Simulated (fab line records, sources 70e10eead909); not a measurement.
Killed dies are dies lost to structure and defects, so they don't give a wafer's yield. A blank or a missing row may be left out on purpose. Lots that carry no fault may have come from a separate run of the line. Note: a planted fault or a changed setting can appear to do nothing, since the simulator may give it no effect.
Matching of chambers + flow nandHarc + rieDiel-09 running NHARC_A_BLC_STRIP_21: 4 sister chambers
The step strips in O2. 8 wafers are shown with their chamber, then 11 later ones without.

## WAFERS WITH THEIR CHAMBER
| wafer  | chamber | drypumpMotorCurrentA (A) | oesProductAu (a.u.) |
|--------|---------|--------------------------|---------------------|
| L082.5 | 2       | 6.2                      | 0.982               |
| L082.6 | 3       | 5.9                      | 0.983               |
| L086.3 | 0       | 5.8                      | 0.984               |
| L086.5 | 1       | 5.6                      | 1.026               |
| L083.4 | 0       | 5.8                      | 0.977               |
| L083.5 | 1       | 5.6                      | 1.006               |
| L083.6 | 2       | 6.1                      | 0.971               |
| L088.1 | 3       | 5.9                      | 1.008               |

## WAFERS WITH NO CHAMBER GIVEN
| wafer  | drypumpMotorCurrentA (A) | oesProductAu (a.u.) |
|--------|--------------------------|---------------------|
| L088.2 | 5.6                      | 1.024               |
| L088.4 | 5.8                      | 0.978               |
| L090.4 | 5.6                      | 1.010               |
| L090.5 | 6.1                      | 0.974               |
| L090.6 | 5.9                      | 0.999               |
| L093.1 | 5.5                      | 1.006               |
| L093.2 | 5.8                      | 0.976               |
| L093.3 | 6.2                      | 0.983               |
| L091.2 | 5.8                      | 0.967               |
| L091.4 | 5.9                      | 0.986               |
| L091.5 | 5.9                      | 0.993               |

## CHAMBER TAKEN BY EACH
| wafer  | from the rows above | in truth |
|--------|---------------------|----------|
| L088.2 | 1                   | 1        |
| L088.4 | 0                   | 0        |
| L090.4 | 1                   | 1        |
| L090.5 | 2                   | 2        |
| L090.6 | 3                   | 3        |
| L093.1 | 1                   | 1        |
| L093.2 | 0                   | 0        |
| L093.3 | 2                   | 2        |
| L091.2 | 0                   | 0        |
| L091.4 | 3                   | 3        |
| L091.5 | 3                   | 3        |
Correctly placed: 11 of 11. Not placeable from these rows: 0. Wrongly placed: 0.
How it was worked out, from the rows above alone: a wafer's distance from a chamber is the root of the sum, over the readings, of the square of ((its reading less the chamber's mean) divided by the reading's scatter). If the next closest chamber is less than 2 further off than the closest, the wafer can't be placed; otherwise it belongs to the closest. The mean given for a chamber averages the wafers shown for that chamber. The scatter: the root of (the sum of the squares of (reading less its chamber's mean) over the shown wafers, divided by (wafers less chambers)).
